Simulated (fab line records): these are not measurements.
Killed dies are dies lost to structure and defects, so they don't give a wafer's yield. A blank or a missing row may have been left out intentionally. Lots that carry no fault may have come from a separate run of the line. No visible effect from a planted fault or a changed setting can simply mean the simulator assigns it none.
Matching of chambers :: flow n5Finfet :: N5_GATE_CUT_ETCH_58 on rieDiel-04: 4 sister chambers
The step etches SiNx in CH3F/O2, target depth 17 nm, time 128.6 s. 16 wafers are shown with their chamber, then 8 later ones without.

WAFERS WITH THEIR CHAMBER
wafer: L081.2
chamber: 1
throttleValvePct (%): 16.6
oesProductAu (a.u.): 0.70
rfVppV (V): 98.3

wafer: L081.3
chamber: 3
throttleValvePct (%): 15.9
oesProductAu (a.u.): 0.92
rfVppV (V): 101.3

wafer: L081.5
chamber: 2
throttleValvePct (%): 16.2
oesProductAu (a.u.): 0.82
rfVppV (V): 99.0

wafer: L082.2
chamber: 2
throttleValvePct (%): 16.2
oesProductAu (a.u.): 0.83
rfVppV (V): 99.8

wafer: L082.5
chamber: 1
throttleValvePct (%): 16.6
oesProductAu (a.u.): 0.71
rfVppV (V): 99.9

wafer: L082.6
chamber: 3
throttleValvePct (%): 15.9
oesProductAu (a.u.): 0.93
rfVppV (V): 99.3

wafer: L086.4
chamber: 0
throttleValvePct (%): 15.8
oesProductAu (a.u.): 0.96
rfVppV (V): 99.5

wafer: L086.5
chamber: 3
throttleValvePct (%): 15.9
oesProductAu (a.u.): 0.90
rfVppV (V): 99.6

wafer: L086.6
chamber: 0
throttleValvePct (%): 15.8
oesProductAu (a.u.): 0.96
rfVppV (V): 99.3

wafer: L089.3
chamber: 3
throttleValvePct (%): 15.9
oesProductAu (a.u.): 0.89
rfVppV (V): 99.1

wafer: L089.4
chamber: 0
throttleValvePct (%): 15.8
oesProductAu (a.u.): 0.95
rfVppV (V): 99.5

wafer: L089.6
chamber: 1
throttleValvePct (%): 16.7
oesProductAu (a.u.): 0.70
rfVppV (V): 98.5

wafer: L092.1
chamber: 2
throttleValvePct (%): 16.3
oesProductAu (a.u.): 0.80
rfVppV (V): 100.5

wafer: L092.4
chamber: 3
throttleValvePct (%): 15.9
oesProductAu (a.u.): 0.90
rfVppV (V): 99.3

wafer: L092.5
chamber: 1
throttleValvePct (%): 16.7
oesProductAu (a.u.): 0.68
rfVppV (V): 98.1

wafer: L091.1
chamber: 1
throttleValvePct (%): 16.7
oesProductAu (a.u.): 0.69
rfVppV (V): 99.3

SIGNATURES (averages over the wafers above)
reading: throttleValvePct
chamber 0: 15.800
chamber 1: 16.660
chamber 2: 16.233
chamber 3: 15.900
scatter within a chamber: 0.0394

reading: oesProductAu
chamber 0: 0.9567
chamber 1: 0.6960
chamber 2: 0.8167
chamber 3: 0.9080
scatter within a chamber: 0.0133

reading: rfVppV
chamber 0: 99.433
chamber 1: 98.820
chamber 2: 99.767
chamber 3: 99.720
scatter within a chamber: 0.747
Rule: distance of a wafer from a chamber = root of the sum over the readings of ((wafer's reading minus chamber's mean) / reading's scatter) squared. The wafer belongs to the nearest chamber; if the next one is less than 2 further off, it can't be placed. The scatter: take each reading less its chamber's mean, square it, sum over the shown wafers, divide by the number of wafers less the number of chambers, and take the root.

WAFERS MISSING THEIR CHAMBER
wafer: L091.3
throttleValvePct (%): 16.3
oesProductAu (a.u.): 0.81
rfVppV (V): 98.4

wafer: L091.4
throttleValvePct (%): 15.8
oesProductAu (a.u.): 0.93
rfVppV (V): 99.8

wafer: L094.2
throttleValvePct (%): 16.7
oesProductAu (a.u.): 0.69
rfVppV (V): 97.8

wafer: L094.5
throttleValvePct (%): 16.7
oesProductAu (a.u.): 0.69
rfVppV (V): 97.8

wafer: L094.6
throttleValvePct (%): 15.8
oesProductAu (a.u.): 0.92
rfVppV (V): 100.3

wafer: L095.1
throttleValvePct (%): 15.8
oesProductAu (a.u.): 0.92
rfVppV (V): 100.7

wafer: L095.3
throttleValvePct (%): 16.7
oesProductAu (a.u.): 0.69
rfVppV (V): 98.6

wafer: L095.4
throttleValvePct (%): 15.9
oesProductAu (a.u.): 0.90
rfVppV (V): 98.6

THE CHAMBER EACH PASSED THROUGH
wafer: L091.3
from the rows above: 2
in truth: 2

wafer: L091.4
from the rows above: can't be placed: 0 or 3
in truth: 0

wafer: L094.2
from the rows above: 1
in truth: 1

wafer: L094.5
from the rows above: 1
in truth: 1

wafer: L094.6
from the rows above: can't be placed: 3 or 0
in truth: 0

wafer: L095.1
from the rows above: can't be placed: 3 or 0
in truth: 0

wafer: L095.3
from the rows above: 1
in truth: 1

wafer: L095.4
from the rows above: 3
in truth: 3
Correct placement for 5 of the 8. Not placeable from these rows: 3 (in 3, the candidates include the true chamber). Wrongly placed: 0.
